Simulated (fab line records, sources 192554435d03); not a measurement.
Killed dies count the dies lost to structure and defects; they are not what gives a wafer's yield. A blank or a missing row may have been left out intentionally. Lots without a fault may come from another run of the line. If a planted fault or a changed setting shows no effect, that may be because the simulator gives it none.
Chamber matching :: flow n5 finfet :: pecvd-04 running N5_FIN_SAQP_PECVD_48: 3 sister chambers
The step deposits SiNx from SiH4/NH3/N2, target thk 25 nm, time 22.1 s. 6 wafers are shown with their chamber, then 9 later ones without.

WAFERS PAIRED WITH THEIR CHAMBERS
wafer: L090.1
chamber: 2
showerhead plenum p Torr (Torr): 5.13
throttle valve pct (%): 39.8

wafer: L090.2
chamber: 0
showerhead plenum p Torr (Torr): 5.20
throttle valve pct (%): 41.0

wafer: L090.3
chamber: 1
showerhead plenum p Torr (Torr): 5.08
throttle valve pct (%): 41.4

wafer: L090.4
chamber: 0
showerhead plenum p Torr (Torr): 5.19
throttle valve pct (%): 41.0

wafer: L090.5
chamber: 1
showerhead plenum p Torr (Torr): 5.08
throttle valve pct (%): 40.9

wafer: L090.6
chamber: 2
showerhead plenum p Torr (Torr): 5.12
throttle valve pct (%): 40.2

WAFERS WITHOUT THEIR CHAMBER
wafer: L091.1
showerhead plenum p Torr (Torr): 5.20
throttle valve pct (%): 40.9

wafer: L091.5
showerhead plenum p Torr (Torr): 5.14
throttle valve pct (%): 39.7

wafer: L091.6
showerhead plenum p Torr (Torr): 5.21
throttle valve pct (%): 40.7

wafer: L092.1
showerhead plenum p Torr (Torr): 5.10
throttle valve pct (%): 41.2

wafer: L092.2
showerhead plenum p Torr (Torr): 5.20
throttle valve pct (%): 41.1

wafer: L092.3
showerhead plenum p Torr (Torr): 5.14
throttle valve pct (%): 40.2

wafer: L092.4
showerhead plenum p Torr (Torr): 5.07
throttle valve pct (%): 41.5

wafer: L092.5
showerhead plenum p Torr (Torr): 5.21
throttle valve pct (%): 40.9

wafer: L092.6
showerhead plenum p Torr (Torr): 5.14
throttle valve pct (%): 40.2

WHICH CHAMBER EACH WENT THROUGH
wafer: L091.1
from the rows above: 0
in truth: 0

wafer: L091.5
from the rows above: 2
in truth: 2

wafer: L091.6
from the rows above: 0
in truth: 0

wafer: L092.1
from the rows above: 1
in truth: 1

wafer: L092.2
from the rows above: 0
in truth: 0

wafer: L092.3
from the rows above: 2
in truth: 2

wafer: L092.4
from the rows above: 1
in truth: 1

wafer: L092.5
from the rows above: 0
in truth: 0

wafer: L092.6
from the rows above: 2
in truth: 2
Correct placement for 9 of the 9. Not placeable from these rows: 0. 0 placed wrongly.
How it was worked out, from the rows above alone: a wafer's distance from a chamber is the root of the sum, over the readings, of the square of ((its reading less the chamber's mean) divided by the reading's scatter). If the next closest chamber is less than 2 further off than the closest, the wafer can't be placed; otherwise it belongs to the closest. The mean given for a chamber averages the wafers shown for that chamber. The scatter: the root of (the sum of the squares of (reading less its chamber's mean) over the shown wafers, divided by (wafers less chambers)).
